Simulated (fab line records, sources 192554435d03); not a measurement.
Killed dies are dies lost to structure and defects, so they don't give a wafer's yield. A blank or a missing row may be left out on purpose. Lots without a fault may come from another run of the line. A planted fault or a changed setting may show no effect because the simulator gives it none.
Split-lot experiment | flow n5_finfet | 7 lots, 39 wafers read, on a route of 1938 steps

THE SPLIT
At N5_MOL_CONTACT_COAG_ETCH_67 (etches SOC in N2/H2, target depth 60 nm, overetch 21 nm, time 101.2 s), the setting target_depth_a was moved away from the recipe's 600 angstrom on 18 of the 39 wafers read, by -11.9% to +9.3%. The other wafers ran this setting at the recipe's value.

The reading is taken at the split's own step.

THE READING
SiARC_of_MOL_CONTACT_COAG_COAT_63.thk_nm (the simulator's own value, which no gauge read), in nm, at N5_MOL_CONTACT_COAG_ETCH_67 (etches SOC in N2/H2, target depth 60 nm, overetch 21 nm, time 101.2 s). The file gives no usual value for it.

wafer  | tool, chamber at the split | target_depth_a as run, angstrom | against the recipe | SiARC_of_MOL_CONTACT_COAG_COAT_63.thk_nm, nm | against lot-mates on the recipe
L076.1 | rie_diel-02, 0,2,2         | 600                             | recipe             | 5.8                                          | -
L076.2 | rie_diel-02, 0,2,2         | 600                             | recipe             | 5.8                                          | -
L076.6 | rie_diel-02, 0,2,2         | 600                             | recipe             | 5.8                                          | -
L076.3 | rie_diel-02, 1             | 655.8                           | +9.3%              | 5.6                                          | -0.2
L076.4 | rie_diel-02, 3             | 655.8                           | +9.3%              | 5.4                                          | -0.4
L076.5 | rie_diel-02, 3             | 655.8                           | +9.3%              | 5.4                                          | -0.4
L085.1 | rie_diel-03, 1,2           | 575.3                           | -4.1%              | 6                                            | +0.2
L085.3 | rie_diel-03, 1,2           | 575.3                           | -4.1%              | 6                                            | +0.2
L085.2 | rie_diel-03, 0             | 575.3                           | -4.1%              | 5.8                                          | +0.0
L085.4 | rie_diel-03, 3,1,0         | 600                             | recipe             | 5.8                                          | -
L085.5 | rie_diel-03, 3,1,0         | 600                             | recipe             | 5.8                                          | -
L085.6 | rie_diel-03, 3,1,0         | 600                             | recipe             | 5.8                                          | -
L086.1 | rie_diel-03, 2,1,0         | 600                             | recipe             | 5.8                                          | -
L086.2 | rie_diel-03, 2,1,0         | 600                             | recipe             | 5.8                                          | -
L086.5 | rie_diel-03, 2,1,0         | 600                             | recipe             | 5.8                                          | -
L086.3 | rie_diel-03, 0,3,3         | 534.3                           | -11.0%             | 6.2                                          | +0.4
L086.4 | rie_diel-03, 0,3,3         | 534.3                           | -11.0%             | 6.2                                          | +0.4
L086.6 | rie_diel-03, 0,3,3         | 534.3                           | -11.0%             | 6.2                                          | +0.4
L089.1 | rie_diel-03, 2,1,3         | 528.5                           | -11.9%             | 6.2                                          | +0.4
L089.2 | rie_diel-03, 2,1,3         | 528.5                           | -11.9%             | 6.2                                          | +0.4
L089.3 | rie_diel-03, 2,1,3         | 528.5                           | -11.9%             | 6.2                                          | +0.4
L089.4 | rie_diel-03, 0,2,1         | 600                             | recipe             | 5.8                                          | -
L089.5 | rie_diel-03, 0,2,1         | 600                             | recipe             | 5.8                                          | -
L089.6 | rie_diel-03, 0,2,1         | 600                             | recipe             | 5.8                                          | -
L090.1 | rie_diel-05, 3,1,2         | 600                             | recipe             | 5.8                                          | -
L090.2 | rie_diel-05, 3,1,2         | 600                             | recipe             | 5.8                                          | -
L090.5 | rie_diel-05, 3,1,2         | 600                             | recipe             | 5.8                                          | -
L090.3 | rie_diel-05, 0,3           | 579.4                           | -3.4%              | 5.8                                          | +0.0
L090.6 | rie_diel-05, 0,3           | 579.4                           | -3.4%              | 5.8                                          | +0.0
L090.4 | rie_diel-05, 2             | 579.4                           | -3.4%              | 6                                            | +0.2
L094.1 | rie_diel-05, 1,2,2         | 600                             | recipe             | 5.8                                          | -
L094.3 | rie_diel-05, 1,2,2         | 600                             | recipe             | 5.8                                          | -
L094.6 | rie_diel-05, 1,2,2         | 600                             | recipe             | 5.8                                          | -
L094.2 | rie_diel-05, 3,3,1         | 649.8                           | +8.3%              | 5.6                                          | -0.2
L094.4 | rie_diel-05, 3,3,1         | 649.8                           | +8.3%              | 5.6                                          | -0.2
L094.5 | rie_diel-05, 3,3,1         | 649.8                           | +8.3%              | 5.6                                          | -0.2
L095.1 | rie_diel-03, 1,0,1         | 600                             | recipe             | 5.8                                          | -
L095.2 | rie_diel-03, 1,0,1         | 600                             | recipe             | 5.8                                          | -
L095.5 | rie_diel-03, 1,0,1         | 600                             | recipe             | 5.8                                          | -
Where a row lists several chambers, the file gives one row for several wafers and doesn't say which wafer went through which chamber.

THE FIT
A straight line over all 39 wafers: SiARC_of_MOL_CONTACT_COAG_COAT_63.thk_nm changes by -0.0328 nm for each +1% of target_depth_a; r = -0.96; the points scatter about the line by 0.054 nm.
The same after taking each lot's own level away (the mean of its wafers on the recipe; 39 wafers): -0.0328 nm for each +1%; r = -0.96; scatter 0.054 nm.
On that fit, the largest move of target_depth_a shifts the reading by 0.39 nm.
The lots' own levels span 5.80 to 5.80 nm.
So the lot-to-lot level changes the slope little: the two slopes agree.
Check: with one of the wafers moved furthest among these (-11.9%) left out of the fit, the line predicts +0.394 nm for it against its lot-mates. It came out at +0.4 nm against them.

OTHER SPLITS ON THESE WAFERS
These wafers also went through other splits before the reading. Each is held against what the fit with the lots' levels taken away leaves over:
other split on the same wafers | wafers away from the commonest value | r with SiARC_of_MOL_CONTACT_COAG_COAT_63.thk_nm (lot level and that fit taken away)
N5_GATE_CUT_HM_DEP_46 time_s   | 15                                   | +0.08

THE FILE'S OWN FIT
SiARC_of_MOL_CONTACT_COAG_COAT_63.thk_nm changes by -0.0329 nm for each +1% of target_depth_a, r = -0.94.
